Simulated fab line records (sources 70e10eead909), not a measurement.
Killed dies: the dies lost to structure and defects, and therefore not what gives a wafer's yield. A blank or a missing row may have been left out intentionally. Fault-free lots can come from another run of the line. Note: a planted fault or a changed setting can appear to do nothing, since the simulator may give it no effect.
Chamber matching / flow nand_harc / NHARC_A_STAIRCASE_DESCUM_291 on rie_diel-02: 4 sister chambers
The step chemistry O2, time 3 s. 4 wafers are shown with their chamber, then 12 later ones without.

## WAFERS, EACH WITH ITS CHAMBER
wafer=L086.1; chamber=2; drypump_motor_current_A (A)=5.4
wafer=L086.2; chamber=1; drypump_motor_current_A (A)=5.4
wafer=L089.4; chamber=0; drypump_motor_current_A (A)=5.9
wafer=L089.5; chamber=3; drypump_motor_current_A (A)=5.0

## WAFERS WHOSE CHAMBER IS MISSING
wafer=L091.4; drypump_motor_current_A (A)=5.3
wafer=L091.5; drypump_motor_current_A (A)=5.4
wafer=L091.6; drypump_motor_current_A (A)=5.4
wafer=L094.1; drypump_motor_current_A (A)=5.0
wafer=L094.2; drypump_motor_current_A (A)=5.4
wafer=L094.3; drypump_motor_current_A (A)=5.9
wafer=L094.4; drypump_motor_current_A (A)=5.4
wafer=L094.5; drypump_motor_current_A (A)=5.4
wafer=L094.6; drypump_motor_current_A (A)=5.4
wafer=L095.1; drypump_motor_current_A (A)=5.9
wafer=L095.2; drypump_motor_current_A (A)=5.4
wafer=L095.3; drypump_motor_current_A (A)=5.0

## THE CHAMBER EACH PASSED THROUGH
wafer=L091.4; from the rows above=can't be placed: 1 or 2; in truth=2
wafer=L091.5; from the rows above=can't be placed: 1 or 2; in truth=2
wafer=L091.6; from the rows above=can't be placed: 1 or 2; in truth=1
wafer=L094.1; from the rows above=3; in truth=3
wafer=L094.2; from the rows above=can't be placed: 1 or 2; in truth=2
wafer=L094.3; from the rows above=0; in truth=0
wafer=L094.4; from the rows above=can't be placed: 1 or 2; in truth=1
wafer=L094.5; from the rows above=can't be placed: 1 or 2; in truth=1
wafer=L094.6; from the rows above=can't be placed: 1 or 2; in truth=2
wafer=L095.1; from the rows above=0; in truth=0
wafer=L095.2; from the rows above=can't be placed: 1 or 2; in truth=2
wafer=L095.3; from the rows above=3; in truth=3
Correctly placed: 4 of 12. Cannot be placed on the basis of these rows: 8; the candidates contain the true chamber in 8. 0 placed wrongly.
How it was worked out, from the rows above alone: a wafer's distance from a chamber is the root of the sum, over the readings, of the square of ((its reading less the chamber's mean) divided by the reading's scatter). The wafer belongs to the nearest chamber; if the next one is less than 2 further off, it can't be placed. For every chamber, the mean is computed from those of its wafers that are shown. The scatter (one wafer shown for each chamber): square how far every hidden wafer sits from the nearest shown wafer, average those squares and take the square root.
